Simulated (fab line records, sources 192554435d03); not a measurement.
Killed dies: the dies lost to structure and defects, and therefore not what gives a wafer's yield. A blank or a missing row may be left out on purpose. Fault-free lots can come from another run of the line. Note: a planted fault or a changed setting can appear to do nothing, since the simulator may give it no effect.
Lot-split experiment | flow n5 finfet | 7 lots, 21 wafers read, on a route of 1938 steps

## ON THE SPLIT
At N5_BEOL_M4_ETCH_64 (etches SOC in N2/H2, target depth 75 nm, overetch 22.5 nm, time 121.9 s), the setting bias w was moved away from the recipe's 150 W on 7 of the 21 wafers read, by -14.6% to +5.6%. The other wafers ran this setting at the recipe's value.

Reading taken at the split's own step.

## THE READING
rf vpp V, in V, at N5_BEOL_M4_ETCH_64 (etches SOC in N2/H2, target depth 75 nm, overetch 22.5 nm, time 121.9 s). On this fab line, fault-free wafers typically give 523.8 V with a standard deviation of 2.4 V.

wafer  | tool, chamber at the split | bias w as run, W | against the recipe | rf vpp V, V | against lot-mates on the recipe
L074.1 | rie diel-04, 1             | 128.1            | -14.6%             | 475.7       | -46.6
L074.3 | rie diel-04, 2             | 150              | recipe             | 524.1       | -
L074.5 | rie diel-04, 0             | 150              | recipe             | 520.5       | -
L077.1 | rie diel-01, 0             | 158.4            | +5.6%              | 547.4       | +23.3
L077.2 | rie diel-01, 1             | 150              | recipe             | 524.1       | -
L077.4 | rie diel-01, 2             | 158.4            | +5.6%              | 540.6       | +16.5
L076.1 | rie diel-04, 2             | 150              | recipe             | 523.4       | -
L076.4 | rie diel-04, 1             | 141.4            | -5.7%              | 505.7       | -17.0
L076.6 | rie diel-04, 2             | 150              | recipe             | 522.0       | -
L079.1 | rie diel-04, 3             | 150              | recipe             | 521.9       | -
L079.2 | rie diel-04, 2             | 150              | recipe             | 524.0       | -
L079.6 | rie diel-04, 3             | 150              | recipe             | 520.1       | -
L083.1 | rie diel-01, 0             | 141.3            | -5.8%              | 507.6       | -16.7
L083.2 | rie diel-01, 2             | 150              | recipe             | 521.7       | -
L083.5 | rie diel-01, 0             | 150              | recipe             | 526.9       | -
L086.2 | rie diel-06, 3             | 150              | recipe             | 520.9       | -
L086.3 | rie diel-06, 2             | 150              | recipe             | 525.5       | -
L086.6 | rie diel-06, 1             | 150              | recipe             | 530.0       | -
L087.1 | rie diel-01, 3             | 150              | recipe             | 522.2       | -
L087.3 | rie diel-01, 1             | 158.1            | +5.4%              | 541.5       | +19.3
L087.6 | rie diel-01, 2             | 158.1            | +5.4%              | 538.5       | +16.3

FIT RESULTS
A straight line over all 21 wafers: rf vpp V changes by +3.25 V for each +1% of bias w; r = +0.98; the points scatter about the line by 2.8 V.
The same after taking each lot's own level away (the mean of its wafers on the recipe; 21 wafers): +3.22 V for each +1%; r = +0.99; scatter 2.4 V.
Per that fit: largest bias w move, reading shift of 47 V.
Measured against the standard deviation above, the lots' own levels, which go from 522.00 to 525.47 V, span 1.4 times it.
So the lot-to-lot level changes the slope little: the two slopes agree.
Check: -46.7 V against its lot-mates is what the line predicts for one of the wafers moved furthest among these (-14.6%) when that wafer is left out of the fit. Against them it came out at -46.6 V.
Tool readings at the split's step, against how far the setting was moved: rf vpp V r = +0.98.

## OTHER SPLITS APPLIED TO THESE WAFERS
These wafers also went through other splits before the reading. Each is held against what the fit with the lots' levels taken away leaves over:
other split on the same wafers   | wafers away from the commonest value | r with rf vpp V (lot level and that fit taken away)
N5_BEOL_M1_VIA_ETCH_34 time s    | 9                                    | +0.29
N5_BEOL_M2_COAT_62 spin rpm      | 5                                    | +0.10
N5_BEOL_M2_ETCH_74 source w      | 6                                    | -0.33
N5_BEOL_M3_PECVD_72 time s       | 8                                    | +0.19
N5_BEOL_M3_COAT_73 spin rpm      | 7                                    | -0.13
N5_BEOL_M3_VIA_ETCH_34 time s    | 7                                    | -0.07
N5_BEOL_M3_TRENCH_ETCH_37 time s | 5                                    | +0.24
N5_BEOL_M4_COAT_05 spin rpm      | 8                                    | -0.09

## THE FILE'S OWN FIT
rf vpp V changes by +3.18 V for each +1% of bias w, r = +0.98.
